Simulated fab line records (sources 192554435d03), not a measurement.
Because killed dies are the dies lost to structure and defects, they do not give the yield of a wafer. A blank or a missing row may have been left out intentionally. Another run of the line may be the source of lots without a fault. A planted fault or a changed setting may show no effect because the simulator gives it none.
The tool behind it: which one? | flow n5_finfet | Sampling: 12 lots, 36 wafers, 4 of 1938 route steps

WHAT THE GAUGES SHOWED, per wafer
N5_BEOL_M2_THK_MEAS_01.
lot  | measured     | on            | M2_ILD_THK (nm)
L076 | day 6 15:44  | film_metro-01 | 78.2 78.1 78.8
L077 | day 7 07:46  | film_metro-01 | 79.2 79.4 79.8
L079 | day 8 00:19  | film_metro-02 | 79.1 79.1 80.0
L083 | day 8 18:45  | film_metro-02 | 78.2 77.9 79.7
L082 | day 9 01:13  | film_metro-01 | 77.9 80.4 79.1
L085 | day 9 03:44  | film_metro-01 | 77.9 77.7 77.2
L087 | day 10 03:28 | film_metro-01 | 77.9 79.5 79.1
L088 | day 10 06:41 | film_metro-02 | 78.9 79.0 80.3
L091 | day 10 22:04 | film_metro-02 | 77.6 78.5 79.2
L093 | day 11 08:50 | film_metro-02 | 77.8 79.0 78.9
L095 | day 11 21:10 | film_metro-01 | 78.7 78.5 79.8
L096 | day 12 06:59 | film_metro-02 | 80.2 79.4 79.7

WHICH TOOL RAN EACH LOT (tool, then ch and the chambers of the sampled wafers, then the start)
lot  | N5_BEOL_M1_ANNEAL_87         | N5_BEOL_M1_SPUTTER_88        | N5_BEOL_M1_PRE_CLEAN_60
L076 | pvd_sputter-03, day 6 13:25  | pvd_sputter-03, day 6 13:34  | cvd_co-02 ch 1,2, day 6 15:21
L077 | pvd_sputter-02, day 7 04:01  | pvd_sputter-02, day 7 04:09  | cvd_co-01 ch 0,1,2, day 7 07:26
L079 | pvd_sputter-03, day 7 22:07  | pvd_sputter-03, day 7 22:16  | cvd_co-02 ch 0,1, day 7 23:58
L083 | pvd_sputter-01, day 8 15:27  | pvd_sputter-01, day 8 15:44  | cvd_co-02 ch 0,2, day 8 18:24
L082 | pvd_sputter-03, day 8 23:01  | pvd_sputter-03, day 8 23:10  | cvd_co-02 ch 0,1, day 9 00:52
L085 | pvd_sputter-03, day 9 01:32  | pvd_sputter-03, day 9 01:41  | cvd_co-02 ch 0,1,2, day 9 03:23
L087 | pvd_sputter-01, day 10 00:01 | pvd_sputter-01, day 10 00:17 | cvd_co-02 ch 0,2, day 10 03:07
L088 | pvd_sputter-02, day 10 04:28 | pvd_sputter-02, day 10 04:37 | cvd_co-02 ch 0,1,2, day 10 06:19
L091 | pvd_sputter-03, day 10 19:51 | pvd_sputter-03, day 10 19:59 | cvd_co-01 ch 1,2, day 10 21:42
L093 | pvd_sputter-01, day 11 05:32 | pvd_sputter-01, day 11 05:49 | cvd_co-02 ch 0,2, day 11 08:28
L095 | pvd_sputter-03, day 11 18:58 | pvd_sputter-03, day 11 19:06 | cvd_co-01 ch 0,1,2, day 11 20:49
L096 | pvd_sputter-02, day 12 04:47 | pvd_sputter-02, day 12 04:55 | cvd_co-01 ch 0,1,2, day 12 06:39
- N5_BEOL_M1_ANNEAL_87: time 240 s.
- N5_BEOL_M1_SPUTTER_88: material Cu, target thk 4.5 nm, time 8.29 s.
- N5_BEOL_M1_PRE_CLEAN_60: time 15 s.

THE ANSWER, worked out from the rows above alone
Rule: the usual values come from the lots themselves. The widest of any qualifying gaps counts: lots, ordered by their means at a reading, are off when they make up no more than a third of the lots, leave a main group of 4 or more, and stand apart from it by 3 or more times the standard deviation of that group's means. The tables above print the reading to a certain number of digits; a main group whose means all agree to those digits is not used. Also off: a lot with no number at a reading for which 4 or more lots have one. Where the step has rows for the other lots, those lots are counted as sound.
No lot is off on any of the readings shown, so nothing can be concluded from this.

WHAT THE SIMULATOR PUT IN
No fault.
